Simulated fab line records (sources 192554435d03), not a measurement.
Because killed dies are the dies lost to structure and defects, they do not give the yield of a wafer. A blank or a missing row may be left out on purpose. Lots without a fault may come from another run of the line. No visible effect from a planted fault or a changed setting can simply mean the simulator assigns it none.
Chamber matching || flow n5 finfet || 4 sister chambers for N5_MOL_CONTACT_COAG_ETCHBACK_135 on rie diel-01
The step etches SiO2 in CHF3, target depth 25 nm, time 16.7 s. 18 wafers are shown with their chamber, then 9 later ones without.

WAFERS PAIRED WITH THEIR CHAMBERS
{"wafer": "L075.1", "chamber": 1, "oes_f_703_au (a.u.)": 0.77, "showerhead plenum p Torr (Torr)": 2.49, "throttle valve pct (%)": 18.63}
{"wafer": "L075.3", "chamber": 2, "oes_f_703_au (a.u.)": 0.73, "showerhead plenum p Torr (Torr)": 2.29, "throttle valve pct (%)": 18.66}
{"wafer": "L075.6", "chamber": 0, "oes_f_703_au (a.u.)": 0.70, "showerhead plenum p Torr (Torr)": 2.39, "throttle valve pct (%)": 18.79}
{"wafer": "L078.2", "chamber": 0, "oes_f_703_au (a.u.)": 0.70, "showerhead plenum p Torr (Torr)": 2.38, "throttle valve pct (%)": 18.79}
{"wafer": "L078.4", "chamber": 1, "oes_f_703_au (a.u.)": 0.76, "showerhead plenum p Torr (Torr)": 2.49, "throttle valve pct (%)": 18.64}
{"wafer": "L078.6", "chamber": 2, "oes_f_703_au (a.u.)": 0.73, "showerhead plenum p Torr (Torr)": 2.28, "throttle valve pct (%)": 18.66}
{"wafer": "L084.2", "chamber": 2, "oes_f_703_au (a.u.)": 0.72, "showerhead plenum p Torr (Torr)": 2.28, "throttle valve pct (%)": 18.67}
{"wafer": "L084.4", "chamber": 0, "oes_f_703_au (a.u.)": 0.70, "showerhead plenum p Torr (Torr)": 2.38, "throttle valve pct (%)": 18.78}
{"wafer": "L084.5", "chamber": 0, "oes_f_703_au (a.u.)": 0.70, "showerhead plenum p Torr (Torr)": 2.38, "throttle valve pct (%)": 18.79}
{"wafer": "L085.1", "chamber": 0, "oes_f_703_au (a.u.)": 0.70, "showerhead plenum p Torr (Torr)": 2.38, "throttle valve pct (%)": 18.81}
{"wafer": "L085.2", "chamber": 3, "oes_f_703_au (a.u.)": 0.90, "showerhead plenum p Torr (Torr)": 2.32, "throttle valve pct (%)": 18.31}
{"wafer": "L085.3", "chamber": 1, "oes_f_703_au (a.u.)": 0.75, "showerhead plenum p Torr (Torr)": 2.48, "throttle valve pct (%)": 18.65}
{"wafer": "L086.3", "chamber": 0, "oes_f_703_au (a.u.)": 0.70, "showerhead plenum p Torr (Torr)": 2.38, "throttle valve pct (%)": 18.81}
{"wafer": "L086.4", "chamber": 2, "oes_f_703_au (a.u.)": 0.73, "showerhead plenum p Torr (Torr)": 2.28, "throttle valve pct (%)": 18.67}
{"wafer": "L086.5", "chamber": 3, "oes_f_703_au (a.u.)": 0.90, "showerhead plenum p Torr (Torr)": 2.32, "throttle valve pct (%)": 18.30}
{"wafer": "L087.2", "chamber": 1, "oes_f_703_au (a.u.)": 0.75, "showerhead plenum p Torr (Torr)": 2.48, "throttle valve pct (%)": 18.65}
{"wafer": "L087.3", "chamber": 2, "oes_f_703_au (a.u.)": 0.73, "showerhead plenum p Torr (Torr)": 2.28, "throttle valve pct (%)": 18.67}
{"wafer": "L087.5", "chamber": 0, "oes_f_703_au (a.u.)": 0.70, "showerhead plenum p Torr (Torr)": 2.38, "throttle valve pct (%)": 18.81}

SIGNATURES (averages over the wafers above)
{"reading": "oes_f_703_au", "chamber 0": 0.7000, "chamber 1": 0.7575, "chamber 2": 0.7280, "chamber 3": 0.9000, "scatter within a chamber": 0.00504}
{"reading": "showerhead plenum p Torr", "chamber 0": 2.3814, "chamber 1": 2.4850, "chamber 2": 2.2820, "chamber 3": 2.3200, "scatter within a chamber": 0.00436}
{"reading": "throttle valve pct", "chamber 0": 18.7971, "chamber 1": 18.6425, "chamber 2": 18.6660, "chamber 3": 18.3050, "scatter within a chamber": 0.00996}
Rule: a wafer lies at a distance from a chamber equal to the root of the sum of squares, over the readings, of (its reading less the chamber's mean, divided by the reading's scatter). The wafer belongs to the nearest chamber; if the next one is less than 2 further off, it can't be placed. The scatter is the square root of a quotient: the sum, over the shown wafers, of each reading's squared deviation from its chamber's mean, divided by wafers minus chambers.

WAFERS MISSING THEIR CHAMBER
{"wafer": "L089.2", "oes_f_703_au (a.u.)": 0.89, "showerhead plenum p Torr (Torr)": 2.32, "throttle valve pct (%)": 18.31}
{"wafer": "L089.4", "oes_f_703_au (a.u.)": 0.75, "showerhead plenum p Torr (Torr)": 2.48, "throttle valve pct (%)": 18.67}
{"wafer": "L089.6", "oes_f_703_au (a.u.)": 0.70, "showerhead plenum p Torr (Torr)": 2.38, "throttle valve pct (%)": 18.82}
{"wafer": "L094.2", "oes_f_703_au (a.u.)": 0.88, "showerhead plenum p Torr (Torr)": 2.31, "throttle valve pct (%)": 18.34}
{"wafer": "L094.3", "oes_f_703_au (a.u.)": 0.74, "showerhead plenum p Torr (Torr)": 2.48, "throttle valve pct (%)": 18.69}
{"wafer": "L094.4", "oes_f_703_au (a.u.)": 0.71, "showerhead plenum p Torr (Torr)": 2.27, "throttle valve pct (%)": 18.71}
{"wafer": "L097.1", "oes_f_703_au (a.u.)": 0.74, "showerhead plenum p Torr (Torr)": 2.47, "throttle valve pct (%)": 18.70}
{"wafer": "L097.2", "oes_f_703_au (a.u.)": 0.68, "showerhead plenum p Torr (Torr)": 2.37, "throttle valve pct (%)": 18.84}
{"wafer": "L097.4", "oes_f_703_au (a.u.)": 0.74, "showerhead plenum p Torr (Torr)": 2.47, "throttle valve pct (%)": 18.72}

WHICH CHAMBER EACH ONE RAN IN
{"wafer": "L089.2", "from the rows above": 3, "in truth": 3}
{"wafer": "L089.4", "from the rows above": 1, "in truth": 1}
{"wafer": "L089.6", "from the rows above": 0, "in truth": 0}
{"wafer": "L094.2", "from the rows above": 3, "in truth": 3}
{"wafer": "L094.3", "from the rows above": 1, "in truth": 1}
{"wafer": "L094.4", "from the rows above": 2, "in truth": 2}
{"wafer": "L097.1", "from the rows above": 1, "in truth": 1}
{"wafer": "L097.2", "from the rows above": 0, "in truth": 0}
{"wafer": "L097.4", "from the rows above": 1, "in truth": 1}
9 of 9 placed correctly. Left unplaced by these rows: 0. Placed wrongly: 0.
